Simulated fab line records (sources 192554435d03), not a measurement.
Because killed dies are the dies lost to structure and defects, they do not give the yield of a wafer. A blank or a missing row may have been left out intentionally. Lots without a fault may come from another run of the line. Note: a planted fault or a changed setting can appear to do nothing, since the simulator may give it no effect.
Split-lot experiment	flow n5 finfet	on a route of 1938 steps: 7 lots, 39 wafers read

## ABOUT THE SPLIT
At N5_BEOL_M12_DEP_53 (deposits SiCN from 3MS/NH3, target thk 30 nm, time 10.5 s), the setting target thk a was moved away from the recipe's 300 angstrom on 12 of the 39 wafers read, by -47.0% to +53.7%. The other wafers ran this setting at the recipe's value.

Reading taken at the split's own step.

## THE READING
SiCN_of_BEOL_M12_DEP_53.thk nm (the simulator's own value, which no gauge read), in nm, at N5_BEOL_M12_DEP_53 (deposits SiCN from 3MS/NH3, target thk 30 nm, time 10.5 s). The file does not state a usual value for it. The 27 wafers here that ran the recipe average 30.0 nm, standard deviation 0.38 nm.

wafer	tool, chamber at the split	target thk a as run, angstrom	against the recipe	SiCN_of_BEOL_M12_DEP_53.thk nm, nm	against lot-mates on the recipe
L074.1	pecvd-01, 2	300	recipe	29.4	-
L074.2	pecvd-01, 0	451.3	+50.4%	44.2	+14.8
L074.3	pecvd-01, 1	300	recipe	29	-
L074.4	pecvd-01, 1	300	recipe	29.8	-
L074.5	pecvd-01, 0,2	451.3	+50.4%	45	+15.6
L074.6	pecvd-01, 0,2	451.3	+50.4%	45	+15.6
L075.1	pecvd-04, 0	388.9	+29.6%	38.4	+8.5
L075.2	pecvd-04, 1	388.9	+29.6%	38.6	+8.7
L075.3	pecvd-04, 2	300	recipe	29.6	-
L075.4	pecvd-04, 0	300	recipe	30.2	-
L075.5	pecvd-04, 1	300	recipe	29.8	-
L075.6	pecvd-04, 2	388.9	+29.6%	39	+9.1
L076.1	pecvd-04, 0,2	461.1	+53.7%	45.6	+15.5
L076.3	pecvd-04, 0,2	461.1	+53.7%	45.6	+15.5
L076.2	pecvd-04, 1	300	recipe	29.8	-
L076.4	pecvd-04, 1,2	300	recipe	30.2	-
L076.6	pecvd-04, 1,2	300	recipe	30.2	-
L076.5	pecvd-04, 0	461.1	+53.7%	46.2	+16.1
L078.1	pecvd-02, 2	300	recipe	30	-
L078.2	pecvd-02, 0	300	recipe	30.2	-
L078.3	pecvd-02, 1	300	recipe	29.8	-
L078.4	pecvd-02, 2,1,0	300	recipe	30.4	-
L078.5	pecvd-02, 2,1,0	300	recipe	30.4	-
L078.6	pecvd-02, 2,1,0	300	recipe	30.4	-
L079.2	pecvd-04, 2,1	300	recipe	30.2	-
L079.5	pecvd-04, 2,1	300	recipe	30.2	-
L079.6	pecvd-04, 2	300	recipe	30.4	-
L083.1	pecvd-01, 0,1	300	recipe	30	-
L083.3	pecvd-01, 0,1	300	recipe	30	-
L083.2	pecvd-01, 2	300	recipe	29.8	-
L083.4	pecvd-01, 1	300	recipe	30.2	-
L083.5	pecvd-01, 0	300	recipe	30.4	-
L083.6	pecvd-01, 2	300	recipe	30.8	-
L087.1	pecvd-02, 1	300	recipe	29.8	-
L087.2	pecvd-02, 2	159	-47.0%	15.8	-14.2
L087.3	pecvd-02, 0	300	recipe	29.6	-
L087.4	pecvd-02, 2	300	recipe	30.6	-
L087.5	pecvd-02, 0,1	159	-47.0%	16.2	-13.8
L087.6	pecvd-02, 0,1	159	-47.0%	16.2	-13.8
The file does not say which wafer passed through which chamber wherever a row lists several chambers: such a row stands for several wafers.

FIT RESULTS
A straight line over all 39 wafers: SiCN_of_BEOL_M12_DEP_53.thk nm changes by +0.294 nm for each +1% of target thk a; r = +1.00; the points scatter about the line by 0.37 nm.
The same after taking each lot's own level away (the mean of its wafers on the recipe; 39 wafers): +0.298 nm for each +1%; r = +1.00; scatter 0.31 nm.
On that fit, the largest move of target thk a shifts the reading by 16 nm.
The lots' own levels span 29.40 to 30.27 nm, that is 2.3 times the standard deviation above.
The two slopes agree, so the slope changes little with the lot-to-lot level.
Check: +16 nm against its lot-mates is what the line predicts for one of the wafers moved furthest among these (+53.7%) when that wafer is left out of the fit. Against them it came out at +15.5 nm.

## THESE WAFERS: OTHER SPLITS
Before the reading, these wafers also passed through other splits. Each is held against what the fit with the lots' levels taken away leaves over:
other split on the same wafers	wafers away from the commonest value	r with SiCN_of_BEOL_M12_DEP_53.thk nm (lot level and that fit taken away)
N5_BEOL_M5_DEP_56 target thk a	12	-0.13
N5_BEOL_M9_ILD_DEP_00 time s	12	+0.26
N5_BEOL_M11_ILD_DEP_00 time s	15	-0.12

## FILE'S OWN FIT
SiCN_of_BEOL_M12_DEP_53.thk nm changes by +0.298 nm for each +1% of target thk a, r = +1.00.
